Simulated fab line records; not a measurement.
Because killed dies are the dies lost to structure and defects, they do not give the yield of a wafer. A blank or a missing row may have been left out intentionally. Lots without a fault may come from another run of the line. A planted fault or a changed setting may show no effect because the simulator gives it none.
fab line records | flow n5Finfet
[record] lots = 5 | wafers = 15 | lastDay = 20
route steps=1938 shown BEOL_M10@1497
lots that met no fault: from a run of the same line without faults
startH: start of the lot's first displayed wafer, in hours after the record's first day | waitH: time in hours since the lot's previous step | " as in the row above | L1.1+2: a row that stands for several wafers | - no value present, or no start provided | * or withheld: withheld | < > ~ a bound
route shown NAME@n: names a module that has steps shown in the file, with the first one's number in the route | usual: mean/standard deviation taken from wafers without a fault | same: alike in all rows | chamber/n: place in a boat | sites: the reading at each site | _std_site: the standard deviation of these | _edge_site: the outer-site mean with the inner-site mean subtracted | radiusMm: for every site, how far away it sits from the centre of the wafer | mask NAME#n: copy n | behind: the last tool/chamber to shape the wafer | hold: the reason the lot was held/the length of the hold in hours/how it ended | device: the n, p or np transistor that did not switch | end of line: the same wafers' tests at the end of the route | a step given without rows: its recipe and nothing more | killed: dies lost to structure and defects at the first sort, not the wafer's yield | map: the dies of a wafer, with x for killed, . for not killed, _ for no die there
set.NAME: the setting as run; set.NAME@STEP: as run at that earlier step | model.NAME: the simulator's own value behind a step, which no gauge read
lots seen at some steps along the route; tables by step, rows by wafer
services: when a tool's chamber went out of use (startH, in hours from the record's first day, below 0 if earlier), for how many hours, and the reason
[[steps]]
[step N5_BEOL_M10_EBR_24]
[recipe] solvent = PGMEA | ebrWidthMm = 1.5
[step N5_BEOL_M10_SOFTBAKE_23]
[recipe] tempC = 110 | timeS = 60 | resist = CAR-ArF
[step N5_BEOL_M10_EXPOSE_25]
[recipe] maskId = V9 | na = 1.35 | sourceShape = annular | sigmaInner = 0.5 | sigmaOuter = 0.8 | polarization = unpolarized | doseMj = 85.5
[step N5_BEOL_M10_PEB_26]
[recipe] pebTempC = withheld | pebTimeS = 60 | resist = CAR-ArF
[step N5_BEOL_M10_DEVELOP_27]
[recipe] developTimeS = 30 | developer = TMAH | resist = CAR-ArF | rinseLiquid = diw | dry = airSpin | devTempC = 23
[step N5_BEOL_M10_CD_MEAS_28]
[recipe] targetCdNm = 70 | landingEnergyEv = 500 | detector = seInlens | polarity = opening
[usual] cdNm = 70.1/0.99
lot.wafer | tool     | chamber | startH | waitH | cdNm
L693.1    | cdSem-01 | 0       | 242.72 | -     | 70.3
L693.3    | "        | 0       | "      | "     | 70.2
L693.6    | "        | 0       | "      | "     | 70.1
L696.2    | cdSem-01 | 0       | 268.18 | -     | 68.7
L696.3    | "        | 0       | "      | "     | 69.5
L696.6    | "        | 0       | "      | "     | 69.5
L709.1    | cdSem-02 | 0       | 373.67 | -     | 70.5
L709.3    | "        | 0       | "      | "     | 71.5
L709.5    | "        | 0       | "      | "     | 70.0
L714.3    | cdSem-03 | 0       | 387.83 | -     | 69.2
L714.5    | "        | 0       | "      | "     | 70.1
L714.6    | "        | 0       | "      | "     | 68.8
L715.3    | cdSem-02 | 0       | 415.76 | -     | 69.6
L715.5    | "        | 0       | "      | "     | 70.3
L715.6    | "        | 0       | "      | "     | 69.5
[step N5_BEOL_M10_OVL_MEAS_29]
[recipe] pointsPerWafer = 44
[usual] V9_OVL = 0.1/0.77
lot.wafer | tool       | chamber | startH | waitH | V9_OVL[nm]
L693.1    | overlay-02 | 0       | 242.75 | 0.0   | 1.2
L693.3    | "          | 0       | "      | "     | 1.6
L693.6    | "          | 0       | "      | "     | 0.6
L696.2    | overlay-02 | 0       | 268.21 | 0.0   | 0.2
L696.3    | "          | 0       | "      | "     | -1.4
L696.6    | "          | 0       | "      | "     | 0.7
L709.1    | overlay-01 | 0       | 373.70 | 0.0   | -0.6
L709.3    | "          | 0       | "      | "     | 0.9
L709.5    | "          | 0       | "      | "     | -0.1
L714.3    | overlay-02 | 0       | 387.85 | 0.0   | 0.1
L714.5    | "          | 0       | "      | "     | -0.3
L714.6    | "          | 0       | "      | "     | 0.8
L715.3    | overlay-01 | 0       | 415.79 | 0.0   | 1.5
L715.5    | "          | 0       | "      | "     | 0.9
L715.6    | "          | 0       | "      | "     | 0.6
[step N5_BEOL_M10_INSPECT_30]
[recipe] mode = adi | inspectInstrument = brightfield
[usual] rawDefectCount = 415/89
lot.wafer | tool             | chamber | startH | waitH | rawDefectCount
L693.1    | defectInspect-02 | -       | 242.77 | 0.0   | 506
L693.3    | "                | -       | "      | "     | 419
L693.6    | "                | -       | "      | "     | 508
L696.2    | defectInspect-02 | -       | 268.24 | 0.0   | 426
L696.3    | "                | -       | "      | "     | 329
L696.6    | "                | -       | "      | "     | 362
L709.1    | defectInspect-01 | -       | 373.72 | 0.0   | 362
L709.3    | "                | -       | "      | "     | 441
L709.5    | "                | -       | "      | "     | 515
L714.3    | defectInspect-01 | -       | 387.88 | 0.0   | 399
L714.5    | "                | -       | "      | "     | 454
L714.6    | "                | -       | "      | "     | 466
L715.3    | defectInspect-01 | -       | 415.81 | 0.0   | 518
L715.5    | "                | -       | "      | "     | 610
L715.6    | "                | -       | "      | "     | 456
[step N5_BEOL_M10_DESCUM_33]
[recipe] chemistry = O2 | timeS = 7.9 | sourcePowerW = 50 | biasPowerW = 20 | pressureMtorr = 20 | rfFrequencyHz = 2.712e+07 | tempC = 40 | resist = CAR-ArF | o2FlowSccm = 225
[usual] drypumpMotorCurrentA = 5.7/0.38 | o2FlowSccm = 224.9/0.69 | oesProductAu = 0.83/0.08 | rfFwdPowerW = 49.37/0.24 | rfVppV = 243.8/1.1 | showerheadPlenumPTorr = 2.14/0.047 | throttleValvePct = 20.24/0.27
lot.wafer | tool       | chamber | startH | waitH | drypumpMotorCurrentA | o2FlowSccm | oesProductAu | rfFwdPowerW | rfHoursCounterH | rfVppV | showerheadPlenumPTorr | throttleValvePct
L693.1    | rieDiel-06 | 2       | 243.14 | 0.4   | 5.6                  | 224.7      | 0.94         | 49.13       | 13              | 244.2  | 2.14                  | 19.97
L693.3    | "          | 1       | "      | "     | 5.5                  | 224.8      | 0.79         | 48.89       | 103             | 241.7  | 2.11                  | 20.63
L693.6    | "          | 2       | "      | "     | 5.6                  | 223.8      | 0.92         | 49.28       | -               | 243.0  | 2.14                  | 19.99
L696.2    | rieDiel-01 | 2       | 268.27 | 0.0   | 6.0                  | 224.6      | 0.78         | 49.83       | 95              | 245.1  | 2.20                  | 20.15
L696.3    | "          | 3       | "      | "     | 5.2                  | 223.6      | 0.85         | 49.56       | 60              | 245.1  | 2.12                  | 20.13
L696.6    | "          | 3       | "      | "     | 5.2                  | 223.9      | 0.86         | 49.30       | -               | 243.6  | 2.12                  | 20.13
L709.1    | rieDiel-06 | 1       | 373.76 | 0.0   | 5.6                  | 225.2      | 0.76         | 49.05       | 144             | 244.7  | 2.10                  | 20.68
L709.3    | "          | 3       | "      | "     | 4.9                  | 224.6      | 0.91         | 49.26       | 19              | 244.8  | 2.22                  | 20.04
L709.5    | "          | 3       | "      | "     | 4.9                  | 225.8      | 0.91         | 49.58       | -               | 245.4  | 2.22                  | 20.05
L714.3    | rieDiel-04 | 2       | 387.91 | 0.0   | 5.9                  | 224.4      | 0.93         | 49.24       | 12              | 242.3  | 2.07                  | 20.32
L714.5    | "          | 0       | "      | "     | 6.1                  | 225.1      | 0.84         | 49.19       | -               | 242.8  | 2.13                  | 20.12
L714.6    | "          | 1       | "      | "     | 6.2                  | 224.5      | 0.96         | 49.48       | -               | 244.3  | 2.16                  | 20.66
L715.3    | rieDiel-04 | 2       | 415.84 | 0.0   | 5.9                  | 224.8      | 0.90         | 49.07       | 21              | 242.9  | 2.07                  | 20.31
L715.5    | "          | 3       | "      | "     | 5.5                  | 225.0      | 0.79         | 49.21       | -               | 243.8  | 2.14                  | 20.22
L715.6    | "          | 0       | "      | "     | 6.1                  | 223.4      | 0.83         | 49.41       | -               | 244.2  | 2.13                  | 20.14
[step N5_BEOL_M10_ETCH_65]
[recipe] chemistry = CF4 | target = SiARC | targetDepthA = 390 | maskMaterial = CAR-ArF | timeS = 65 | ionEnergyEv = 80 | pressureMtorr = 40 | sourceW = 545 | biasW = 36 | Ar_flow_sccm = 100 | cf4FlowSccm = 100 | ends = cleared
[usual] drypumpMotorCurrentA = 5.7/0.38 | etchRfOnTimeS = 64.8/1.2 | mfcArSccm = 100.0/0.35 | oesProductAu = 0.71/0.069 | rfFwdPowerW = 538.3/2.5 | rfVppV = 184.6/0.94 | showerheadPlenumPTorr = 2.18/0.049 | throttleValvePct = 15.38/0.26
lot.wafer | tool       | chamber | startH | waitH | drypumpMotorCurrentA | etchRfOnTimeS | mfcArSccm | oesProductAu | rfFwdPowerW | rfHoursCounterH | rfVppV | showerheadPlenumPTorr | throttleValvePct
L693.1    | rieDiel-06 | 2       | 243.17 | 0.0   | 5.6                  | 63.1          | 100.0     | 0.81         | 536.9       | 13              | 184.1  | 2.18                  | 15.07
L693.3    | "          | 1       | "      | "     | 5.5                  | 65.0          | 100.0     | 0.68         | 538.8       | 103             | 184.0  | 2.15                  | 15.66
L693.6    | "          | 2       | "      | "     | 5.6                  | 64.0          | 100.1     | 0.80         | 536.0       | -               | 184.2  | 2.18                  | 15.05
L696.2    | rieDiel-01 | 2       | 268.30 | 0.0   | 5.9                  | 67.4          | 99.7      | 0.66         | 541.0       | 95              | 184.5  | 2.23                  | 15.29
L696.3    | "          | 3       | "      | "     | 5.2                  | 63.0          | 99.8      | 0.73         | 539.2       | 60              | 184.3  | 2.18                  | 15.36
L696.6    | "          | 3       | "      | "     | 5.2                  | 63.9          | 99.6      | 0.73         | 537.5       | -               | 184.6  | 2.18                  | 15.39
L709.1    | rieDiel-06 | 1       | 373.79 | 0.0   | 5.6                  | 65.5          | 100.7     | 0.65         | 535.3       | 144             | 185.4  | 2.13                  | 15.76
L709.3    | "          | 3       | "      | "     | 4.9                  | 64.3          | 99.9      | 0.77         | 538.8       | 19              | 185.7  | 2.28                  | 15.33
L709.5    | "          | 3       | "      | "     | 4.9                  | 64.2          | 100.2     | 0.77         | 539.5       | -               | 185.5  | 2.28                  | 15.30
L714.3    | rieDiel-04 | 2       | 387.95 | 0.0   | 6.0                  | 64.8          | 100.4     | 0.78         | 534.9       | 12              | 182.9  | 2.10                  | 15.31
L714.5    | "          | 0       | "      | "     | 6.1                  | 65.5          | 100.3     | 0.71         | 540.2       | -               | 183.4  | 2.16                  | 15.23
L714.6    | "          | 1       | "      | "     | 6.2                  | 64.2          | 99.6      | 0.84         | 539.7       | -               | 183.8  | 2.19                  | 15.62
L715.3    | rieDiel-04 | 2       | 415.88 | 0.0   | 5.9                  | 64.7          | 100.1     | 0.76         | 535.9       | 21              | 183.1  | 2.10                  | 15.33
L715.5    | "          | 3       | "      | "     | 5.5                  | 65.6          | 99.7      | 0.67         | 541.0       | -               | 183.6  | 2.17                  | 15.32
L715.6    | "          | 0       | "      | "     | 6.1                  | 64.4          | 100.1     | 0.71         | 536.0       | -               | 183.2  | 2.16                  | 15.25
[step N5_BEOL_M10_ETCH_66]
[recipe] chemistry = N2/H2 | target = SOC | targetDepthA = 1200 | overetchA = 240 | maskMaterial = SiARC | tempC = 40 | timeS = 180 | ionEnergyEv = 200 | pressureMtorr = 30 | sourceW = 840 | biasW = 150 | n2FlowSccm = 200 | h2FlowSccm = 200
[usual] drypumpMotorCurrentA = 5.7/0.38 | oesProductAu = 0.67/0.061 | rfFwdPowerW = 836.7/2.6 | rfVppV = 525.4/1.9 | showerheadPlenumPTorr = 2.59/0.064 | throttleValvePct = 17.54/0.27
lot.wafer | tool       | chamber | startH | waitH | drypumpMotorCurrentA | oesProductAu | rfFwdPowerW | rfHoursCounterH | rfVppV | showerheadPlenumPTorr | throttleValvePct
L693.1    | rieDiel-06 | 2       | 243.22 | 0.0   | 5.7                  | 0.75         | 837.2       | 13              | 526.3  | 2.61                  | 17.44
L693.3    | "          | 1       | "      | "     | 5.6                  | 0.64         | 837.5       | 103             | 524.7  | 2.55                  | 17.84
L693.6    | "          | 2       | "      | "     | 5.6                  | 0.74         | 838.2       | -               | 526.0  | 2.61                  | 17.42
L696.2    | rieDiel-01 | 2       | 268.35 | 0.0   | 5.9                  | 0.64         | 839.2       | 95              | 527.5  | 2.68                  | 17.56
L696.3    | "          | 3       | "      | "     | 5.2                  | 0.68         | 837.2       | 60              | 525.0  | 2.57                  | 17.50
L696.6    | "          | 3       | "      | "     | 5.2                  | 0.67         | 834.1       | -               | 524.8  | 2.57                  | 17.52
L709.1    | rieDiel-06 | 1       | 373.84 | 0.0   | 5.6                  | 0.61         | 829.9       | 144             | 523.4  | 2.53                  | 17.91
L709.3    | "          | 3       | "      | "     | 5.0                  | 0.71         | 838.5       | 19              | 529.7  | 2.70                  | 17.38
L709.5    | "          | 3       | "      | "     | 4.9                  | 0.72         | 838.6       | -               | 529.4  | 2.70                  | 17.39
L714.3    | rieDiel-04 | 2       | 388.00 | 0.0   | 5.9                  | 0.74         | 833.3       | 12              | 522.7  | 2.48                  | 17.57
L714.5    | "          | 0       | "      | "     | 6.1                  | 0.67         | 838.7       | -               | 525.0  | 2.56                  | 17.47
L714.6    | "          | 1       | "      | "     | 6.2                  | 0.78         | 838.1       | -               | 524.8  | 2.60                  | 17.82
L715.3    | rieDiel-04 | 2       | 415.93 | 0.0   | 5.9                  | 0.72         | 837.6       | 21              | 521.7  | 2.48                  | 17.58
L715.5    | "          | 3       | "      | "     | 5.5                  | 0.64         | 839.1       | -               | 524.3  | 2.55                  | 17.34
L715.6    | "          | 0       | "      | "     | 6.1                  | 0.66         | 837.3       | -               | 523.8  | 2.56                  | 17.47
[step N5_BEOL_M10_STRIP_69]
[recipe] chemistry = N2/H2 | tempC = 40 | n2FlowSccm = 200 | h2FlowSccm = 200 | rfFrequencyHz = 6e+07
[step N5_BEOL_M10_VIA_ETCH_34]
[recipe] chemistry = C4F6/O2 | target = SiCOH_lowk | targetDepthA = 1845 | maskMaterial = SOC | taperDeg = 4 | timeS = 69.2 | ionEnergyEv = 250 | pressureMtorr = 30 | sourceW = 345 | biasW = 185 | Ar_flow_sccm = 300 | C4F6_flow_sccm = 10 | O2_flow_sccm = 10
[usual] drypumpMotorCurrentA = 5.7/0.39 | mfcArSccm = 300.0/0.91 | oes_o_777_au = 0.83/0.076 | oesProductAu = 0.83/0.078 | rfFwdPowerW = 342.1/1.5 | rfVppV = 668/17 | showerheadPlenumPTorr = 2.91/0.067 | throttleValvePct = 20.7/0.3
lot.wafer | tool       | chamber | startH | waitH | drypumpMotorCurrentA | mfcArSccm | oes_o_777_au | oesProductAu | rfFwdPowerW | rfHoursCounterH | rfVppV | showerheadPlenumPTorr | throttleValvePct | model.etch.depthNm | model.SOC_of_BEOL_M10_COAT_63.thkNm
L693.1    | rieDiel-06 | 2       | 243.34 | 0.0   | 5.6                  | 299.2     | 0.97         | 0.93         | 341.8       | 13              | 636    | 2.91                  | 20.4             | 184.1              | 91.6
L693.3    | "          | 1       | "      | "     | 5.6                  | 301.0     | 0.79         | 0.79         | 340.1       | 103             | 673    | 2.86                  | 21.0             | 181.1              | 92
L693.6    | "          | 2       | "      | "     | 5.6                  | 299.3     | 0.97         | 0.91         | 342.0       | -               | 638    | 2.91                  | 20.4             | 183.4              | 92
L696.2    | rieDiel-01 | 2       | 268.48 | 0.0   | 5.9                  | 299.5     | 0.80         | 0.77         | 344.8       | 95              | 652    | 2.96                  | 20.5             | 178.3              | 92
L696.3    | "          | 3       | "      | "     | 5.2                  | 298.7     | 0.86         | 0.85         | 342.3       | 60              | 643    | 2.90                  | 20.7             | 189.7              | 91.6
L696.6    | "          | 3       | "      | "     | 5.2                  | 298.9     | 0.86         | 0.85         | 341.6       | -               | 644    | 2.90                  | 20.7             | 186.8              | 91.8
L709.1    | rieDiel-06 | 1       | 373.96 | 0.0   | 5.6                  | 299.5     | 0.75         | 0.96         | 341.9       | 144             | 673    | 2.84                  | 21.2             | 261.2              | 88.4
L709.3    | "          | 3       | "      | "     | 5.0                  | 299.4     | 0.87         | 0.89         | 342.9       | 19              | 669    | 3.03                  | 20.6             | 183.6              | 91.8
L709.5    | "          | 3       | "      | "     | 4.9                  | 298.8     | 0.86         | 0.89         | 342.7       | -               | 670    | 3.03                  | 20.6             | 185.3              | 91.8
L714.3    | rieDiel-04 | 2       | 388.12 | 0.0   | 5.9                  | 299.1     | 0.91         | 0.91         | 340.9       | 12              | 672    | 2.80                  | 20.7             | 185.6              | 91.8
L714.5    | "          | 0       | "      | "     | 6.1                  | 299.8     | 0.84         | 0.82         | 342.6       | -               | 674    | 2.87                  | 20.4             | 183.3              | 92.2
L714.6    | "          | 1       | "      | "     | 6.2                  | 301.2     | 0.99         | 0.96         | 341.7       | -               | 662    | 2.94                  | 21.2             | 184.3              | 92.4
L715.3    | rieDiel-04 | 2       | 416.05 | 0.0   | 5.9                  | 299.5     | 0.89         | 0.89         | 341.7       | 21              | 670    | 2.80                  | 20.7             | 185.8              | 91.8
L715.5    | "          | 3       | "      | "     | 5.5                  | 301.3     | 0.80         | 0.80         | 342.5       | -               | 700    | 2.88                  | 20.6             | 186.4              | 91.6
L715.6    | "          | 0       | "      | "     | 6.1                  | 300.4     | 0.83         | 0.83         | 340.5       | -               | 674    | 2.86                  | 20.5             | 184.9              | 91.8
[step N5_BEOL_M10_STRIP_73]
[recipe] chemistry = C4F6/O2 | resist = SiARC | rfFrequencyHz = 6e+07
[[services]]
tool       | chamber | startH | hours | kind
rieDiel-01 | -       | 252.18 | 2.8   | pm
rieDiel-06 | 3       | 304.55 | -     | clean
rieDiel-06 | 3       | 304.55 | -     | consumableReplace:focusRing
rieDiel-06 | 3       | 304.55 | -     | consumableReplace:showerhead
rieDiel-06 | 3       | 304.55 | 15.0  | scheduledDown
rieDiel-06 | 3       | 304.55 | 15.0  | ventCycle
rieDiel-01 | 1       | 310.65 | -     | clean
rieDiel-01 | 1       | 310.65 | -     | consumableReplace:focusRing
rieDiel-01 | 1       | 310.65 | 29.0  | scheduledDown
rieDiel-01 | 1       | 310.65 | 29.0  | ventCycle
rieDiel-04 | 2       | 335.54 | -     | clean
rieDiel-04 | 2       | 335.54 | -     | consumableReplace:focusRing
rieDiel-04 | 2       | 335.54 | 23.7  | scheduledDown
rieDiel-04 | 2       | 335.54 | 23.7  | ventCycle
rieDiel-04 | 1       | 338.83 | 3.5   | repair
rieDiel-06 | 1       | 354.22 | 10.2  | repair
rieDiel-01 | 0       | 354.91 | 5.7   | repair
rieDiel-04 | 1       | 359.22 | -     | clean
rieDiel-04 | 1       | 359.22 | -     | consumableReplace:focusRing
rieDiel-04 | 1       | 359.22 | 19.2  | scheduledDown
rieDiel-04 | 1       | 359.22 | 19.2  | ventCycle
[[key]]
firstSign none at tools or gauges
[modelEffect] step = N5_BEOL_M10_VIA_ETCH_34 | value = etch.depthNm | without = 181.2 | struck = 261.2
metAt N5_BEOL_M10_VIA_ETCH_34
struckWafers L709.1
onsetBetween 243.34 373.96
[fault] kind = processParameterDrift | tool = rieDiel-06 | chamber = - | onsetH = 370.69 | steps = N5_BEOL_M10_VIA_ETCH_34 | channel = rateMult | offset = 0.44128 | shape = step | endH = 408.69 | scope = struckWafersOnly
